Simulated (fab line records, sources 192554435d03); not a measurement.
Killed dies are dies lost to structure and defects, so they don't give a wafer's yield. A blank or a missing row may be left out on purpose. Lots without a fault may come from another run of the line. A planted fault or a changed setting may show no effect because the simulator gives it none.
Chamber matching | flow n5_finfet | N5_BEOL_M14_DESCUM_33 on rie_diel-01: 4 sister chambers
The step chemistry O2, time 7.9 s. 14 wafers are shown with their chamber, then 7 later ones without.

WAFERS WITH THEIR CHAMBER
wafer  | chamber | drypump_motor_current_A (A) | showerhead_plenum_p_Torr (Torr) | throttle_valve_pct (%)
L075.2 | 1       | 6.6                         | 2.13                            | 20.83
L075.3 | 2       | 6.6                         | 2.08                            | 20.51
L075.5 | 0       | 5.4                         | 2.11                            | 20.71
L078.3 | 0       | 5.5                         | 2.11                            | 20.73
L078.4 | 3       | 5.1                         | 1.98                            | 20.51
L078.5 | 0       | 5.5                         | 2.11                            | 20.72
L076.2 | 3       | 5.1                         | 1.98                            | 20.50
L076.4 | 1       | 6.6                         | 2.13                            | 20.83
L076.6 | 1       | 6.6                         | 2.13                            | 20.83
L079.1 | 3       | 5.1                         | 1.98                            | 20.51
L079.2 | 2       | 6.6                         | 2.08                            | 20.52
L079.6 | 0       | 5.5                         | 2.11                            | 20.73
L080.1 | 2       | 6.6                         | 2.07                            | 20.54
L080.2 | 1       | 6.6                         | 2.12                            | 20.84

SIGNATURES (means of the wafers above)
reading                  | chamber 0 | chamber 1 | chamber 2 | chamber 3 | scatter within a chamber
drypump_motor_current_A  | 5.475     | 6.600     | 6.600     | 5.100     | 0.0274
showerhead_plenum_p_Torr | 2.1100    | 2.1275    | 2.0767    | 1.9800    | 0.00376
throttle_valve_pct       | 20.7225   | 20.8325   | 20.5233   | 20.5067   | 0.0094
Rule: a wafer's distance from a chamber is the root of the sum, over the readings, of the square of ((its reading less the chamber's mean) divided by the reading's scatter). The wafer belongs to the nearest chamber; if the next one is less than 2 further off, it can't be placed. The scatter: the root of (the sum of the squares of (reading less its chamber's mean) over the shown wafers, divided by (wafers less chambers)).

WAFERS WITHOUT THEIR CHAMBER
wafer  | drypump_motor_current_A (A) | showerhead_plenum_p_Torr (Torr) | throttle_valve_pct (%)
L080.5 | 5.4                         | 2.11                            | 20.73
L083.2 | 6.6                         | 2.07                            | 20.52
L083.3 | 6.6                         | 2.12                            | 20.82
L083.6 | 6.6                         | 2.12                            | 20.82
L093.2 | 6.6                         | 2.11                            | 20.88
L093.4 | 6.6                         | 2.07                            | 20.15
L093.6 | 5.1                         | 2.23                            | 20.16

WHICH CHAMBER EACH WENT THROUGH
wafer  | from the rows above | in truth
L080.5 | 0                   | 0
L083.2 | 2                   | 2
L083.3 | 1                   | 1
L083.6 | 1                   | 1
L093.2 | 1                   | 1
L093.4 | 2                   | 2
L093.6 | 0                   | 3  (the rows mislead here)
Placed correctly: 6 of 7. Can't be placed from these rows: 0. Placed wrongly: 1.
